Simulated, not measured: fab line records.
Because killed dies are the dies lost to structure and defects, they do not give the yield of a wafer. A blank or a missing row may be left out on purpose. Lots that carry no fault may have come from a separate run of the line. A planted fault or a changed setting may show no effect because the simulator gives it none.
fab line records :: flow n5_finfet
record
  lots=5
  wafers=15
  last_day=17
route steps=1938 shown BEOL_M13@1694 BEOL_M14@1716 PASSIVATION@1936
lots that met no fault: taken from a fault-free run of the same line
start_h: the number of hours between the record's first day and the start of the first shown wafer of the lot :: wait_h: time in hours since the lot's previous step :: " the same as in the row above :: L1.1+2: several wafers, shown together as one row :: - value missing, or start not given :: * or withheld: withheld :: < > ~ a bound
route shown NAME@n: a module of which the file shows steps, and the number in the route of the first :: usual: the fault-free wafers' mean and standard deviation :: same: alike in all rows :: chamber/n: place in a boat :: sites: the reading at each site :: _std_site: standard deviation across them :: _edge_site: the outer-site mean with the inner-site mean subtracted :: radius_mm: how far each site lies from the wafer's centre :: mask NAME#n: copy n :: behind: the last tool/chamber to shape the wafer :: hold: the reason the lot was held/the length of the hold in hours/how it ended :: device: transistor that didn't switch, given as n, p or np :: end of line: the route-end tests of the same wafers :: a step with no rows: only its recipe :: killed: dies lost to structure and defects at the first sort, not the wafer's yield :: map: dies across one wafer; x = killed, . = not, _ = none there
set.NAME: the setting as run; set.NAME@STEP: as run at that earlier step :: model.NAME: the simulator's own value behind a step, which no gauge read
lots seen at some steps along the route; tables by step, rows by wafer
services: from which hour (start_h, from the record's first day; less than 0 if before it) a tool's chamber was out of use, for how many hours, and why
## steps
# step N5_BEOL_M13_ETCH_68
# recipe
  chemistry=N2/H2
  target=SOC
  mask_material=SiARC
  source_w=3000
  bias_w=350
  temp_c=40
  time_s=355
  ion_energy_ev=200
  pressure_mtorr=30
  n2_flow_sccm=200
  h2_flow_sccm=200
# step N5_BEOL_M13_STRIP_69
# recipe
  chemistry=N2/H2
  temp_c=40
  n2_flow_sccm=200
  h2_flow_sccm=200
  rf_frequency_hz=6e+07
# step N5_BEOL_M13_TRENCH_ETCH_34
# recipe
  chemistry=C4F8/O2/Ar
  target=SiOC
  target_depth_a=4134.7
  mask_material=SOC
  pressure_mtorr=30
  source_w=3000
  bias_w=700
  Ar_flow_sccm=400
  C4F8_flow_sccm=15
  O2_flow_sccm=8
  he_inner_torr=15
  he_outer_torr=30
  time_s=162.6
  ion_energy_ev=250
# step N5_BEOL_M13_STRIP_70
# recipe
  chemistry=C4F8/O2/Ar
  resist=SiARC
  rf_frequency_hz=6e+07
# step N5_BEOL_M13_STRIP_37
# recipe
  chemistry=N2/H2
  power_w=1000
  temp_c=250
  h2_frac=0.65
  overash_fraction=0.3
  pressure_mtorr=withheld
  n2_flow_sccm=1750
  h2_flow_sccm=3250
# step N5_BEOL_M13_ETCH_38
# recipe
  chemistry=CF4/N2
  target=SiCN
  target_depth_a=675
  taper_deg=2
  time_s=71.9
  ion_energy_ev=150
  mask_material=SiO2
  pressure_mtorr=40
  source_w=430
  bias_w=70
  Ar_flow_sccm=100
  cf4_flow_sccm=60
  n2_flow_sccm=60
# step N5_BEOL_M13_PRECLEAN_39
# recipe
  chemistry=residue_remover
  time_s=60
  temp_c=40
# step N5_BEOL_M13_SRD_40
# recipe
  time_s=30
  temp_c=23
  rinse_liquid=diw
  dry=n2_spin
  spin_rpm=1500
  dry_time_s=30
# step N5_BEOL_M13_DEGAS_41
# recipe
  ambient=vacuum
  temp_c=250
  time_s=60
# step N5_BEOL_M13_PRE_CLEAN_42
# recipe
  gas=H2/He
  time_s=30
  temp_c=250
# step N5_BEOL_M13_SPUTTER_43
# recipe
  material=TaN
  target_thk_a=150
  temp_c=50
  bias_v=168.6
  power_w=15000
  chamber_pressure_pa=0.12
  time_s=24.19
# step N5_BEOL_M13_SPUTTER_44
# recipe
  material=Ta
  target_thk_a=100
  temp_c=50
  bias_v=80
  power_w=15000
  chamber_pressure_pa=0.07
  time_s=16.13
# usual
  cathode_dc_power_W=15000/2.7
  throttle_valve_pct=29.9/1
lot.wafer: L642.3
tool: pvd_sputter-01
chamber: -
start_h: 284.23
wait_h: 0.0
cathode_dc_power_W: 14997
throttle_valve_pct: 30.3

lot.wafer: L642.4
tool: pvd_sputter-01
chamber: -
start_h: 284.23
wait_h: 0.0
cathode_dc_power_W: 15001
throttle_valve_pct: 30.7

lot.wafer: L642.5
tool: pvd_sputter-01
chamber: -
start_h: 284.23
wait_h: 0.0
cathode_dc_power_W: 15003
throttle_valve_pct: 29.4

lot.wafer: L643.1
tool: pvd_sputter-01
chamber: -
start_h: 286.53
wait_h: 0.0
cathode_dc_power_W: 15000
throttle_valve_pct: 29.5

lot.wafer: L643.3
tool: pvd_sputter-01
chamber: -
start_h: 286.53
wait_h: 0.0
cathode_dc_power_W: 14994
throttle_valve_pct: 30.1

lot.wafer: L643.4
tool: pvd_sputter-01
chamber: -
start_h: 286.53
wait_h: 0.0
cathode_dc_power_W: 14998
throttle_valve_pct: 30.4

lot.wafer: L644.2
tool: pvd_sputter-01
chamber: -
start_h: 296.53
wait_h: 0.0
cathode_dc_power_W: 15000
throttle_valve_pct: 30.2

lot.wafer: L644.4
tool: pvd_sputter-01
chamber: -
start_h: 296.53
wait_h: 0.0
cathode_dc_power_W: 15000
throttle_valve_pct: 29.4

lot.wafer: L644.6
tool: pvd_sputter-01
chamber: -
start_h: 296.53
wait_h: 0.0
cathode_dc_power_W: 14998
throttle_valve_pct: 29.8

lot.wafer: L653.4
tool: pvd_sputter-02
chamber: -
start_h: 355.35
wait_h: 0.0
cathode_dc_power_W: 14998
throttle_valve_pct: 28.6

lot.wafer: L653.5
tool: pvd_sputter-02
chamber: -
start_h: 355.35
wait_h: 0.0
cathode_dc_power_W: 15001
throttle_valve_pct: 29.1

lot.wafer: L653.6
tool: pvd_sputter-02
chamber: -
start_h: 355.35
wait_h: 0.0
cathode_dc_power_W: 14996
throttle_valve_pct: 30.3

lot.wafer: L658.1
tool: pvd_sputter-01
chamber: -
start_h: 384.36
wait_h: 0.0
cathode_dc_power_W: 15003
throttle_valve_pct: 29.5

lot.wafer: L658.2
tool: pvd_sputter-01
chamber: -
start_h: 384.36
wait_h: 0.0
cathode_dc_power_W: 15001
throttle_valve_pct: 31.0

lot.wafer: L658.6
tool: pvd_sputter-01
chamber: -
start_h: 384.36
wait_h: 0.0
cathode_dc_power_W: 15000
throttle_valve_pct: 29.5
# step N5_BEOL_M13_SPUTTER_45
# recipe
  material=Cu
  target_thk_a=800
  temp_c=-20
  bias_v=60
  power_w=26000
  chamber_pressure_pa=0.13
  time_s=13.33
# step N5_BEOL_M13_ECD_47
# recipe
  material=Cu
  target_thk_a=9360
# step N5_BEOL_M13_ANNEAL_48
# recipe
  temp_c=225
  time_s=90
  ambient=N2
# step N5_BEOL_M13_CMP_49
# recipe
  stop_on=SiOC
  t_overpolish_s=17.1
  down_force_psi=1
  platen_rpm=50
  clearing_platen_down_force_psi=1.5
  clearing_platen_rpm=50
  post_cmp_clean=cu_alkaline
  target_thk_nm=420
  clearing_platen_pad_velocity_m_s=0.99484
  pad_velocity_m_s=0.99484
# step N5_BEOL_M13_PRE_CLEAN_52
# recipe
  gas=NH3
  time_s=15
  temp_c=withheld
  rf_power_w=300
# step N5_BEOL_M13_DEP_53
# recipe
  material=SiCN
  target_thk_a=500
  temp_c=withheld
  precursor=3MS/NH3
  pressure_torr=3
  rf_w=675
  time_s=17.8
# step N5_BEOL_M14_ILD_DEP_00
# recipe
  material=SiO2
  target_thk_a=11193
  temp_c=400
  precursor=TEOS/O2
  pressure_torr=6.5
  rf_w=900
  teos_flow_sccm=161.4
  gas=O2
  flow_sccm=2650
  time_s=237.4
# step N5_BEOL_M14_COAT_58
# recipe
  resist=BARC
  temp_c=205
  time_s=60
  spin_rpm=1500
  resist_thk_nm=89
# step N5_BEOL_M14_COAT_04
# recipe
  spin_rpm=1704
  resist_thk_nm=800
# step N5_BEOL_M14_EBR_06
# recipe
  solvent=PGMEA
  ebr_width_mm=1.5
# step N5_BEOL_M14_SOFTBAKE_05
# recipe
  temp_c=130
  time_s=60
# step N5_BEOL_M14_EXPOSE_07
# recipe
  mask_id=V13
  na=0.8
  source_shape=annular
  sigma_inner=0.5
  sigma_outer=0.8
  polarization=unpolarized
  attpsm_phase_deg=180
  dose_mj=57
# step N5_BEOL_M14_PEB_08
# recipe
  peb_temp_c=130
  peb_time_s=90
# step N5_BEOL_M14_DEVELOP_09
# recipe
  develop_time_s=45
  rinse_liquid=diw
  dry=air_spin
  dev_temp_c=21
# step N5_BEOL_M14_HARDBAKE_14
# recipe
  temp_c=130
  time_s=120
# step N5_BEOL_M14_DESCUM_15
# recipe
  chemistry=O2
  time_s=7.9
  source_power_w=50
  bias_power_w=20
  pressure_mtorr=20
  rf_frequency_hz=2.712e+07
  temp_c=40
  o2_flow_sccm=225
# step N5_BEOL_M14_ETCH_59
# recipe
  chemistry=N2/H2
  target=BARC
  target_depth_a=890
  overetch_a=267
  time_s=67.9
  ion_energy_ev=200
  pressure_mtorr=30
  source_w=840
  bias_w=150
  n2_flow_sccm=200
  h2_flow_sccm=200
# step N5_BEOL_M14_VIA_ETCH_16
# recipe
  chemistry=C4F8/O2/Ar
  target=SiO2
  he_inner_torr=15
  he_outer_torr=30
  target_depth_a=12313
  time_s=withheld
  ion_energy_ev=800
  pressure_mtorr=20
  source_w=1905
  bias_w=2040
  Ar_flow_sccm=400
  C4F8_flow_sccm=16
  O2_flow_sccm=12
  ends=cleared
# step N5_BEOL_M14_STRIP_63
# recipe
  chemistry=O2
  power_w=600
  temp_c=60
  pressure_mtorr=30
  rf_frequency_hz=6e+07
  bias_power_w=0
  overash_fraction=0.3
  o2_flow_sccm=225
# step N5_BEOL_M14_STRIP_64
# recipe
  chemistry=O2
  power_w=600
  temp_c=60
  pressure_mtorr=30
  rf_frequency_hz=6e+07
  bias_power_w=0
  overash_fraction=0.3
  o2_flow_sccm=225
# step N5_BEOL_M14_STRIP_71
# recipe
  chemistry=post_etch_residue_remover
  time_s=60
  temp_c=25
  remover_ph=withheld
  remover_water_wt_pct=withheld
  remover_fluoride_wt_pct=withheld
# step N5_BEOL_M14_SRD_72
# recipe
  time_s=30
  temp_c=23
  rinse_liquid=diw
  dry=n2_spin
  spin_rpm=1500
  dry_time_s=30
# step N5_PASSIVATION_PROBE_49
# usual
  defect_limited_yield=91.5/1.4
  killed_at_M0_to_M3=33/10
  killed_at_M4_up=13/5
  killed_at_contacts=13/5.6
  killed_at_front_end=38/12
  killed_at_other=3.9/2.7
  killed_dies=100/16
  killed_open=66/13
  killed_short=32/7.2
  sort_bin_5_function=5.0/0.97
  sort_bin_6_memory=3.2/0.61
  sort_n_pass=1080/16
  sort_yield_pct=91.5/1.4
# same
  gross_dies=1180
  killed_at_back_side=0
  sort_bin_4_leakage[%]=0
  sort_bin_8_speed[%]=0
lot.wafer: L642.3
tool: prober-01
chamber: -
start_h: 314.14
wait_h: 0.5
defect_limited_yield[%]: 85.7
killed_at_M0_to_M3: 16
killed_at_M4_up: 131
killed_at_contacts: 2
killed_at_front_end: 18
killed_at_other: 2
killed_dies: 169
killed_open: 24
killed_short: 22
sort_bin_5_function[%]: 9.2
sort_bin_6_memory[%]: 3.0
sort_n_pass: 1011
sort_yield_pct[%]: 85.7

lot.wafer: L642.4
tool: prober-01
chamber: -
start_h: 314.19
wait_h: 0.6
defect_limited_yield[%]: 82.0
killed_at_M0_to_M3: 31
killed_at_M4_up: 134
killed_at_contacts: 11
killed_at_front_end: 36
killed_at_other: 0
killed_dies: 212
killed_open: 56
killed_short: 31
sort_bin_5_function[%]: 12.3
sort_bin_6_memory[%]: 3.6
sort_n_pass: 968
sort_yield_pct[%]: 82.0

lot.wafer: L642.5
tool: prober-01
chamber: -
start_h: 314.24
wait_h: 0.6
defect_limited_yield[%]: 88.8
killed_at_M0_to_M3: 19
killed_at_M4_up: 72
killed_at_contacts: 9
killed_at_front_end: 29
killed_at_other: 3
killed_dies: 132
killed_open: 44
killed_short: 24
sort_bin_5_function[%]: 6.1
sort_bin_6_memory[%]: 3.5
sort_n_pass: 1048
sort_yield_pct[%]: 88.8

lot.wafer: L643.1
tool: prober-01
chamber: -
start_h: 314.34
wait_h: 0.3
defect_limited_yield[%]: 86.9
killed_at_M0_to_M3: 27
killed_at_M4_up: 76
killed_at_contacts: 13
killed_at_front_end: 32
killed_at_other: 6
killed_dies: 154
killed_open: 52
killed_short: 37
sort_bin_5_function[%]: 7.7
sort_bin_6_memory[%]: 3.7
sort_n_pass: 1026
sort_yield_pct[%]: 86.9

lot.wafer: L643.3
tool: prober-01
chamber: -
start_h: 314.44
wait_h: 0.4
defect_limited_yield[%]: 83.1
killed_at_M0_to_M3: 34
killed_at_M4_up: 119
killed_at_contacts: 13
killed_at_front_end: 33
killed_at_other: 1
killed_dies: 200
killed_open: 73
killed_short: 23
sort_bin_5_function[%]: 9.5
sort_bin_6_memory[%]: 4.9
sort_n_pass: 980
sort_yield_pct[%]: 83.1

lot.wafer: L643.4
tool: prober-01
chamber: -
start_h: 314.49
wait_h: 0.5
defect_limited_yield[%]: 80.7
killed_at_M0_to_M3: 30
killed_at_M4_up: 129
killed_at_contacts: 21
killed_at_front_end: 47
killed_at_other: 1
killed_dies: 228
killed_open: 74
killed_short: 33
sort_bin_5_function[%]: 11.8
sort_bin_6_memory[%]: 4.7
sort_n_pass: 952
sort_yield_pct[%]: 80.7

lot.wafer: L644.2
tool: prober-01
chamber: -
start_h: 329.88
wait_h: 0.1
defect_limited_yield[%]: 84.2
killed_at_M0_to_M3: 22
killed_at_M4_up: 122
killed_at_contacts: 3
killed_at_front_end: 33
killed_at_other: 6
killed_dies: 186
killed_open: 59
killed_short: 23
sort_bin_5_function[%]: 9.2
sort_bin_6_memory[%]: 3.9
sort_n_pass: 994
sort_yield_pct[%]: 84.2

lot.wafer: L644.4
tool: prober-01
chamber: -
start_h: 329.98
wait_h: 0.2
defect_limited_yield[%]: 85.1
killed_at_M0_to_M3: 35
killed_at_M4_up: 83
killed_at_contacts: 10
killed_at_front_end: 42
killed_at_other: 6
killed_dies: 176
killed_open: 73
killed_short: 35
sort_bin_5_function[%]: 9.5
sort_bin_6_memory[%]: 3.6
sort_n_pass: 1004
sort_yield_pct[%]: 85.1

lot.wafer: L644.6
tool: prober-01
chamber: -
start_h: 330.08
wait_h: 0.3
defect_limited_yield[%]: 82.0
killed_at_M0_to_M3: 29
killed_at_M4_up: 126
killed_at_contacts: 8
killed_at_front_end: 45
killed_at_other: 4
killed_dies: 212
killed_open: 77
killed_short: 29
sort_bin_5_function[%]: 10.8
sort_bin_6_memory[%]: 4.2
sort_n_pass: 968
sort_yield_pct[%]: 82.0
# killed by level:class
L642.3 BEOL_M13:unspecified=120 BEOL_M0_SAQP:geometric_particle:open=3 BEOL_M1:geometric_particle:open=3 BEOL_M3:geometric_particle:short=3 BEOL_M4:geometric_particle:short=3 BEOL_M4:geometric_particle:open=3 STARTING-WAFER:geometric_particle:short=3 FIN_SAQP:geometric_particle:short=2
L642.4 BEOL_M13:unspecified=123 STI_FIN_REVEAL:geometric_particle:open=9 BEOL_M2:geometric_particle:open=9 MOL_CONTACT_COAG:geometric_particle:open=7 DUMMY_GATE:geometric_particle:open=5 DUMMY_GATE:geometric_particle:short=5 BEOL_M3:geometric_particle:open=5 MOL_CONTACT_COAG:geometric_particle:short=4
L642.5 BEOL_M13:unspecified=62 STI_FIN_REVEAL:geometric_particle:open=8 MOL_CONTACT_COAG:geometric_particle:open=5 BEOL_M0_SAQP:geometric_particle:open=5 FIN_SAQP:geometric_particle:open=4 MOL_CONTACT_COAG:geometric_particle:short=4 BEOL_M3:geometric_particle:open=4 FIN_SAQP:geometric_particle:short=3
L643.1 BEOL_M13:unspecified=63 BEOL_M1:geometric_particle:short=12 MOL_CONTACT_COAG:geometric_particle:open=11 STI_FIN_REVEAL:geometric_particle:open=9 FIN_SAQP:geometric_particle:short=8 BEOL_M8:geometric_particle:open=5 BEOL_M3:geometric_particle:open=4 FIN_SAQP:geometric_particle:open=3
L643.3 BEOL_M13:unspecified=103 STI_FIN_REVEAL:geometric_particle:open=16 BEOL_M2:geometric_particle:open=13 MOL_CONTACT_COAG:geometric_particle:open=9 BEOL_M8:geometric_particle:open=7 BEOL_M0_SAQP:geometric_particle:short=6 BEOL_M0_SAQP:geometric_particle:open=6 FIN_SAQP:geometric_particle:open=5
L643.4 BEOL_M13:unspecified=117 STI_FIN_REVEAL:geometric_particle:open=26 MOL_CONTACT_COAG:geometric_particle:open=17 BEOL_M3:geometric_particle:open=10 STI_FIN_REVEAL:geometric_particle:short=7 FIN_SAQP:geometric_particle:open=5 BEOL_M1:geometric_particle:short=5 MOL_CONTACT_COAG:geometric_particle:short=4
L644.2 BEOL_M13:unspecified=104 STI_FIN_REVEAL:geometric_particle:open=18 BEOL_M0_SAQP:geometric_particle:open=9 BEOL_M4:geometric_particle:open=9 BEOL_M0_SAQP:geometric_particle:short=7 GATE_CUT:geometric_particle:short=5 BEOL_M1:geometric_particle:open=4 FIN_SAQP:geometric_particle:short=3
L644.4 BEOL_M13:unspecified=68 STI_FIN_REVEAL:geometric_particle:open=18 BEOL_M0_SAQP:geometric_particle:short=10 MOL_CONTACT_COAG:geometric_particle:open=8 BEOL_M0_SAQP:geometric_particle:open=7 BEOL_M4:geometric_particle:open=7 BEOL_M2:geometric_particle:open=6 GATE_CUT:geometric_particle:short=5
L644.6 BEOL_M13:unspecified=105 STI_FIN_REVEAL:geometric_particle:open=15 BEOL_M4:geometric_particle:open=8 MOL_CONTACT_COAG:geometric_particle:open=7 FIN_SAQP:geometric_particle:open=6 BEOL_M0_SAQP:geometric_particle:short=6 BEOL_M3:geometric_particle:open=5 BEOL_M2:geometric_particle:open=5
# map L642.4 (x killed, . not)
_________________............________________
______________.......x.x........_____________
___________.x..........x...x.......__________
__________......x............x......_________
________................x............x_______
_______.......x...x..x..xxx.x..........______
______.............x..xx.x.xxx.........._____
_____..............x.xxxx.xx.x.x...x...x.____
____..........xx..xx.xxxxxxx.x.........x..___
___...............xxxxxxxxxxxxx............__
___...x.........x.xxxxxxxxxxxxxxxx.........__
__....x.x......x.xxxxxxxxxxxxx......x....x.._
__...............xxxxxxxxxxxxxx............._
_.....x...........xxxxxxxxxxxx..........x..x.
_.................xxxxxxxxxxxxx..............
_................xxxxxxxxxxxx................
_...............x...x.xx.xxx..............x..
_..............xx.......xxx...............x..
_..........x.........x........x..x...........
_...................xx.......x...............
_..............................x...xx........
__..........xx.......xx.......xx............_
__................x....................x...._
___.......................x.......x.xx.....__
___.x......x..........................x...x__
____...x...........................x....x.___
_____.......x.x..........x.x.............____
______...x..........x..................x_____
_______........x......x...............x______
________......x.....x..x.....x........_______
__________.x.......x...............x_________
___________........................__________
______________.....x...x........_____________
_________________............________________
# map L643.4 (x killed, . not)
_________________.x......x...________________
______________...........x......_____________
___________..........x....x........__________
__________.................x...x..x._________
________....x........................._______
_______...................x............______
______..x..................x............_____
_____...............x........x...........____
____.x..x.x....x.......x................x.___
___.x.xxxx......x........................x.__
___xxxxxx.xxxx..x........................x.__
__xxxxxxxxxxxxxx....x.................x....._
__xxxxxxxxxxxxxx........x..................._
_..xxxxxxxxxxxx..........................x...
_xxxxxxxxxxxxxx........x.....................
_xxxxxxxxxxxxx.x..............xx......x...x..
_x.xxxxxxxxxxx.x...x.....x.......x.......x...
_..xx.xxxxxx...x...x.........xx........xx....
_x.x.xxxxxxx..........................x......
_...xx.x.x...x.................x.......x.xxxx
_......x.x.........x.x.....x......x..x.......
__...x..x........xx.....x.....xx.........x.._
__x.......x......x.........x....x..x........_
___......x.......x...................xxxx..__
___x....xx.............x.x................x__
____.x..x.........x...x...x.x.x...........___
_____...x..........................x.....____
______....x..x...x..........x..........._____
_______...........xx.x.............x...______
________...x.....x........x.......x..._______
__________.....x..........x......xx._________
___________........................__________
______________......x..........._____________
_________________........x...________________
## services
tool: pvd_sputter-02
chamber: -
start_h: 346.69
hours: 2.1
kind: repair
## key
first_sign
  step=N5_PASSIVATION_PROBE_49
  reading=killed_at_M4_up
  direction=up
  sigmas=19
  usual=13
  struck=110
effect
  step=N5_PASSIVATION_PROBE_49
  reading=killed_dies
  direction=up
  sigmas=5.2
  usual=100
  struck=185
more_kills_born_at
  N5_BEOL_M13_SPUTTER_44@pvd_sputter-01=865
met_at N5_BEOL_M13_SPUTTER_44
struck_wafers L642.3,L642.4,L642.5,L643.1,L643.3,L643.4,L644.2,L644.4,L644.6
fault
  kind=chamber_particle_source
  tool=pvd_sputter-01
  chamber=-
  onset_h=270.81
  steps=N5_BEOL_M13_SPUTTER_44
  rate_per_visit_cm2=0.88645
  end_h=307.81
